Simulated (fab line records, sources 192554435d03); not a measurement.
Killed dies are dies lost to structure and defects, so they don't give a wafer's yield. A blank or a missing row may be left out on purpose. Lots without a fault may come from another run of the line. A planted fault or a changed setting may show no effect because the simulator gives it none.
Problem report in the 8D (eight disciplines) form, filled by code | flow n5_finfet | the parts of the form that need people (team, actions taken, sign-off) are left out

1. THE PROBLEM
bias_w at N5_MOL_CONTACT_COAG_ETCH_105 reads a mean of 46.22 W on 6 wafers of 2 lots; wafers without a fault read 36.01 W with a standard deviation of 0.11. That is +93 standard deviations from the usual mean.
The step: etches SiARC in CF4, target depth 15.6 nm, time 26 s.
First seen on wafer L359.1, day 6 06:01, on rie_diel-02. The record holds 27 wafers of 9 lots with a number at this step. Rule for "out", or "out of limits": more than 4 standard deviations from the usual mean. The other wafers with a number count as sound.

2. WHAT IT IS AND WHAT IT IS NOT
question                    | is                     | is not
which readings at this step | bias_w, rf_vpp_V       | drypump_motor_current_A, showerhead_plenum_p_Torr, throttle_valve_pct
which lots                  | L359, L361             | L353, L357, L358, L362, L367, L375, L376
which wafers of those lots  | all that have a number | -
read on which tools         | rie_diel-02            | rie_diel-04, rie_diel-05
when                        | from day 6 06:01       | up to then (9 sound wafers); but 12 sound wafers of L362, L367, L375, L376 came after

3. SUSPECTS, AND WHAT RULES EACH OUT
Counting: a tool at a process step up to the reading stays a suspect if it ran every lot that is out and no sound lot after the first of them.
- rie_diel-02 at N5_MOL_CONTACT_COAG_ETCH_105 (etches SiARC in CF4, target depth 15.6 nm, time 26 s): kept. It ran every lot that is out, first L359 (day 6 06:01), and no sound lot after that; its last sound lot up to then is L358 (day 5 20:39). Its own readings are out on those wafers: bias_w, rf_vpp_V.
Left after counting: rie_diel-02 at N5_MOL_CONTACT_COAG_ETCH_105.

4. THE CAUSE (what the simulator had put in)
Process parameter drift: rie_diel-02, from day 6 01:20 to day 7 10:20, at N5_MOL_CONTACT_COAG_ETCH_105. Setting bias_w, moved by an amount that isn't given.
Counting left only this tool.

5. THE CHAIN OF EFFECTS, in route order
Each row: a reading whose mean over the struck wafers that have a number lies more than 3 standard deviations from the usual. Only readings for which the record gives a usual standard deviation are gone through. hours: the time from each lot's start at the first step in this table that gives one to its start at this step, as a median over the lots. sigmas: the change in usual standard deviations.
hours | step                         | reading           | usual   | on struck wafers | change | sigmas
0     | N5_MOL_CONTACT_COAG_ETCH_105 | bias_w            | 36.01 W | 46.22            | +10.21 | +93
0     | N5_MOL_CONTACT_COAG_ETCH_105 | etch_rf_on_time_s | 26.4 s  | 23.3             | -3.1   | -3.7
0     | N5_MOL_CONTACT_COAG_ETCH_105 | rf_vpp_V          | 183.9 V | 215.4            | +31.5  | +26
The process steps in it:
- N5_MOL_CONTACT_COAG_ETCH_105: etches SiARC in CF4, target depth 15.6 nm, time 26 s.
Later measuring or inspecting steps at which every struck wafer that the step has a row for has a number for every such reading, and none has moved that far: N5_BEOL_M4_RC_MEAS_101.

6. WHAT WOULD HAVE CAUGHT IT SOONER
In this record the first reading out of limits was taken at day 6 06:01, 5 hours after the fault began at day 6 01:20.
